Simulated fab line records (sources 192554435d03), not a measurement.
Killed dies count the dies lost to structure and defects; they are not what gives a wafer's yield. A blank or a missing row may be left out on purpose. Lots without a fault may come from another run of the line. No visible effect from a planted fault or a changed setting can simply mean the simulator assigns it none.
fab line records | flow n5-finfet
record lots=4 wafers=11 last-day=16
route steps=1938 shown BEOL_M5@1129
lots that met no fault: from a run of the same line without faults
start-h: hours from the record's first day to the start of the lot's first wafer shown | wait-h: hours elapsed since this lot's preceding step | " identical to the entry in the row above | L1.1+2: a single row standing in for several wafers | - no value present, or no start provided | * or withheld: withheld | < > ~ a bound
route shown NAME@n: a module of which the file shows steps, and the number in the route of the first | usual: mean and standard deviation over wafers with no fault | same: alike in all rows | chamber/n: place in a boat | sites: the reading at each site | _std_site: how widely they spread, as a standard deviation | _edge_site: outer sites' mean less inner sites' | radius-mm: how far each site lies from the wafer's centre | mask NAME#n: copy n | behind: the last tool/chamber to shape the wafer | hold: the reason the lot was held/the length of the hold in hours/how it ended | device: which transistor (n, p or np) failed to switch | end of line: the same wafers' tests at the end of the route | for a step that has no rows: nothing shown but its recipe | killed: dies that structure and defects cost at the first sort, which is not the same as the wafer's yield | map: the dies of a wafer, with x for killed, . for not killed, _ for no die there
set.NAME: the setting that was run; set.NAME@STEP: the one run at that earlier step | model.NAME: the simulator's own value behind a step, which no gauge read
a table for each step, a row for each wafer; lots at some steps of the route
services: when a tool's chamber went out of use (start-h, in hours from the record's first day, below 0 if earlier), for how many hours, and the reason
## steps
# step N5_BEOL_M5_DESCUM_16
# recipe chemistry=O2 time-s=7 source-power-w=50 bias-power-w=20 pressure-mtorr=20 rf-frequency-hz=2.712e+07 temp-c=40 resist=CAR-EUV o2-flow-sccm=225
# step N5_BEOL_M5_ETCH_72
# recipe chemistry=N2/H2 target=underlayer target-depth-a=65 mask-material=CAR-EUV time-s=5.2 ion-energy-ev=200 pressure-mtorr=30 source-w=840 bias-w=150 n2-flow-sccm=200 h2-flow-sccm=200 ends=cleared
# step N5_BEOL_M5_ETCH_61
# recipe chemistry=CF4 target=SiARC target-depth-a=156 mask-material=CAR-EUV time-s=26 ion-energy-ev=80 pressure-mtorr=40 source-w=545 bias-w=36 Ar_flow_sccm=100 cf4-flow-sccm=100 ends=cleared
# step N5_BEOL_M5_ETCH_62
# recipe chemistry=N2/H2 target=SOC target-depth-a=750 overetch-a=150 mask-material=SiARC temp-c=40 time-s=112.5 ion-energy-ev=200 pressure-mtorr=30 source-w=840 bias-w=150 n2-flow-sccm=200 h2-flow-sccm=200
# step N5_BEOL_M5_STRIP_63
# recipe chemistry=N2/H2 temp-c=40 n2-flow-sccm=200 h2-flow-sccm=200 rf-frequency-hz=6e+07
# step N5_BEOL_M5_STRIP_73
# recipe chemistry=N2/H2 temp-c=40 n2-flow-sccm=200 h2-flow-sccm=200 rf-frequency-hz=6e+07
# step N5_BEOL_M5_STRIP_64
# recipe chemistry=CF4 resist=SiARC power-w=300 bias-power-w=75 pressure-mtorr=50 cf4-flow-sccm=150 rf-frequency-hz=6e+07
# step N5_BEOL_M5_HM_OPEN_17
# recipe chemistry=Cl2/BCl3 target-depth-a=200 overetch-a=60 target=TiN mask-material=SOC ion-energy-ev=150 pressure-mtorr=10 icp-w=1000 bias-w=126 Cl2_flow_sccm=53.25 bcl3-flow-sccm=21.75 Ar_flow_sccm=25
# step N5_BEOL_M5_STRIP_19
# recipe chemistry=O2 power-w=400 temp-c=40 pressure-mtorr=30 rf-frequency-hz=6e+07 bias-power-w=0 overash-fraction=0.2 o2-flow-sccm=225
# step N5_BEOL_M5_COAT_65
# recipe resist=SOC temp-c=250 time-s=60 spin-rpm=1500 resist-thk-nm=60
# usual spin-speed-rpm=1500.0/0.91
# columns lot.wafer tool chamber start-h wait-h spin-speed-rpm model.SOC_of_BEOL_M5_COAT_65.thk-nm
L832.1 litho-track-04 0 191.90 2.1 1502.1 60
L832.2 " 0 " " 1502.5 60
L832.4 " 0 " " 1502.0 60.2
L837.1 litho-track-04 0 218.49 0.1 1362.0 63
L837.2 " 0 " " 1362.2 63
L838.2 litho-track-04 0 222.82 1.0 1362.7 63.2
L838.3 " 0 " " 1361.8 63.2
L838.5 " 0 " " 1361.6 63.2
L847.4 litho-track-05 0 269.70 0.5 1499.4 60.2
L847.5 " 0 " " 1499.2 60.2
L847.6 " 0 " " 1500.0 60.2
# step N5_BEOL_M5_COAT_66
# recipe resist=SiARC temp-c=220 time-s=60 spin-rpm=1500 resist-thk-nm=12
# step N5_BEOL_M5_COAT_74
# recipe resist=underlayer temp-c=205 time-s=60 spin-rpm=1500 resist-thk-nm=5
# step N5_BEOL_M5_COAT_22
# recipe resist=CAR-EUV spin-rpm=1500 resist-thk-nm=30
# step N5_BEOL_M5_EBR_24
# recipe solvent=PGMEA ebr-width-mm=1.5
# step N5_BEOL_M5_SOFTBAKE_23
# recipe temp-c=110 time-s=60 resist=CAR-EUV
# step N5_BEOL_M5_EXPOSE_25
# recipe mask-id=V4 na=0.33 source-shape=quasar sigma-inner=0.2 sigma-outer=0.6 polarization=unpolarized defocus-nm=10 dose-mj=52.75
# step N5_BEOL_M5_PEB_26
# recipe peb-temp-c=100 peb-time-s=60 resist=CAR-EUV
# step N5_BEOL_M5_DEVELOP_27
# recipe develop-time-s=30 developer=TMAH resist=CAR-EUV rinse-liquid=surfactant-rinse dry=air-spin dev-temp-c=23
# step N5_BEOL_M5_DESCUM_33
# recipe chemistry=O2 time-s=7 source-power-w=50 bias-power-w=20 pressure-mtorr=20 rf-frequency-hz=2.712e+07 temp-c=40 resist=CAR-EUV o2-flow-sccm=225
# step N5_BEOL_M5_ETCH_75
# recipe chemistry=N2/H2 target=underlayer target-depth-a=65 mask-material=CAR-EUV time-s=5.2 ion-energy-ev=200 pressure-mtorr=30 source-w=840 bias-w=150 n2-flow-sccm=200 h2-flow-sccm=200 ends=cleared
# step N5_BEOL_M5_ETCH_67
# recipe chemistry=CF4 target=SiARC target-depth-a=156 mask-material=CAR-EUV time-s=26 ion-energy-ev=80 pressure-mtorr=40 source-w=545 bias-w=36 Ar_flow_sccm=100 cf4-flow-sccm=100 ends=cleared
# step N5_BEOL_M5_ETCH_68
# recipe chemistry=N2/H2 target=SOC target-depth-a=800 overetch-a=160 mask-material=SiARC temp-c=40 time-s=120 ion-energy-ev=200 pressure-mtorr=30 source-w=840 bias-w=150 n2-flow-sccm=200 h2-flow-sccm=200
# usual drypump-motor-current-A=5.8/0.5 oes-product-au=0.62/0.057 rf-vpp-V=524.8/2.2 showerhead-plenum-p-Torr=2.58/0.08 throttle-valve-pct=17.71/0.2
# columns lot.wafer tool chamber start-h wait-h drypump-motor-current-A oes-product-au rf-hours-counter-h rf-vpp-V showerhead-plenum-p-Torr throttle-valve-pct model.etch.depth-nm
L832.1 rie-diel-03 0 192.40 0.0 5.7 0.71 22 522.7 2.49 17.26 60.07
L832.2 " 2 " " 6.4 0.67 41 527.3 2.71 17.67 60.08
L832.4 " 3 " " 5.8 0.69 28 525.5 2.59 17.64 60.3
L837.1 rie-diel-03 3 219.09 0.0 5.8 0.68 36 525.4 2.59 17.68 62.96
L837.2 " 1 " " 6.6 0.56 212 525.2 2.62 17.89 62.97
L838.2 rie-diel-01 2 223.49 0.0 4.9 0.63 93 520.5 2.46 17.47 63.16
L838.3 " 1 " " 5.7 0.61 149 524.4 2.55 17.77 63.18
L838.5 " 3 " " 5.5 0.68 - 525.4 2.58 17.66 63.15
L847.4 rie-diel-02 1 270.43 0.1 5.8 0.72 - 521.7 2.49 17.78 60.15
L847.5 " 1 " " 5.8 0.72 - 523.3 2.49 17.80 60.2
L847.6 " 0 " " 6.1 0.57 - 527.9 2.65 17.64 60.25
# step N5_BEOL_M5_STRIP_69
# recipe chemistry=N2/H2 temp-c=40 n2-flow-sccm=200 h2-flow-sccm=200 rf-frequency-hz=6e+07
# step N5_BEOL_M5_STRIP_76
# recipe chemistry=N2/H2 temp-c=40 n2-flow-sccm=200 h2-flow-sccm=200 rf-frequency-hz=6e+07
# step N5_BEOL_M5_VIA_ETCH_34
# recipe chemistry=C4F6/O2 target=SiCOH_lowk target-depth-a=883 mask-material=SOC taper-deg=4 time-s=39.2 ion-energy-ev=250 pressure-mtorr=30 source-w=345 bias-w=185 Ar_flow_sccm=300 C4F6_flow_sccm=10 O2_flow_sccm=10
# usual O2_flow_sccm=9.999/0.029 drypump-motor-current-A=5.8/0.5 oes_o_777_au=0.81/0.076 oes-product-au=0.81/0.078 rf-vpp-V=667/4.8 showerhead-plenum-p-Torr=2.89/0.081 throttle-valve-pct=20.78/0.24
# columns lot.wafer tool chamber start-h wait-h O2_flow_sccm drypump-motor-current-A oes_o_777_au oes-product-au rf-hours-counter-h rf-vpp-V showerhead-plenum-p-Torr throttle-valve-pct model.SOC_of_BEOL_M5_COAT_65.thk-nm
L832.1 rie-diel-03 0 192.50 0.0 10.062 5.6 0.91 0.94 22 673 2.80 20.34 55.8
L832.2 " 2 " " 9.977 6.4 0.86 0.87 41 660 3.01 20.68 56
L832.4 " 3 " " 10.008 5.8 0.93 0.91 28 667 2.90 20.75 56
L837.1 rie-diel-03 3 219.20 0.0 10.016 5.7 0.91 0.90 36 667 2.89 20.73 58.6
L837.2 " 1 " " 9.976 6.6 0.71 0.72 212 667 2.92 20.93 58.8
L838.2 rie-diel-01 2 223.60 0.0 9.983 4.9 0.83 0.82 93 664 2.75 20.56 59
L838.3 " 1 " " 9.981 5.7 0.77 0.77 149 670 2.85 20.81 59
L838.5 " 3 " " 9.998 5.5 0.85 0.87 - 680 2.90 20.84 59
L847.4 rie-diel-02 1 270.56 0.0 9.988 5.8 0.92 0.95 - 665 2.80 21.00 56
L847.5 " 1 " " 9.949 5.8 0.92 0.95 - 665 2.80 20.98 56
L847.6 " 0 " " 10.039 6.1 0.75 0.75 - 666 2.94 20.47 56.2
# step N5_BEOL_M5_STRIP_85
# recipe chemistry=C4F6/O2 resist=SiARC rf-frequency-hz=6e+07
## services
# columns tool chamber start-h hours kind
rie-diel-03 2 170.31 8.0 repair
rie-diel-02 1 210.87 - clean
rie-diel-02 1 210.87 - consumable-replace:focus-ring
rie-diel-02 1 210.87 26.1 scheduled-down
rie-diel-02 1 210.87 26.1 vent-cycle
rie-diel-03 3 214.67 3.1 repair
rie-diel-01 0 216.59 1.2 repair
rie-diel-02 - 219.04 0.7 repair
rie-diel-03 2 224.91 9.3 repair
rie-diel-03 0 240.51 12.8 repair
rie-diel-02 3 256.42 2.8 repair
rie-diel-02 3 259.42 - clean
rie-diel-02 3 259.42 - consumable-replace:focus-ring
rie-diel-02 3 259.42 25.7 scheduled-down
rie-diel-02 3 259.42 25.7 vent-cycle
rie-diel-02 2 267.02 6.3 repair
## key
first-sign step=N5_BEOL_M5_COAT_65 reading=spin-speed-rpm direction=down sigmas=99+ usual=* struck=*
effect none on later readings
model-effect step=N5_BEOL_M5_COAT_65 value=SOC_of_BEOL_M5_COAT_65.thk-nm without=60.12 struck=63.12
model-effect step=N5_BEOL_M5_ETCH_68 value=etch.depth-nm without=60.13 struck=63.08
model-effect step=N5_BEOL_M5_VIA_ETCH_34 value=SOC_of_BEOL_M5_COAT_65.thk-nm without=55.96 struck=58.88
met-at N5_BEOL_M5_COAT_65
struck-wafers L837.1,L837.2,L838.2,L838.3,L838.5
rows-end L837.2
onset-between 191.90 218.49
fault kind=process-parameter-drift tool=litho-track-04 chamber=- onset-h=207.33 steps=N5_BEOL_M5_COAT_65 channel=spin-rpm offset=* shape=step acts-in=* stated=*
# rows-end: these wafers met a further fault down the route, and their rows from its step on are left out
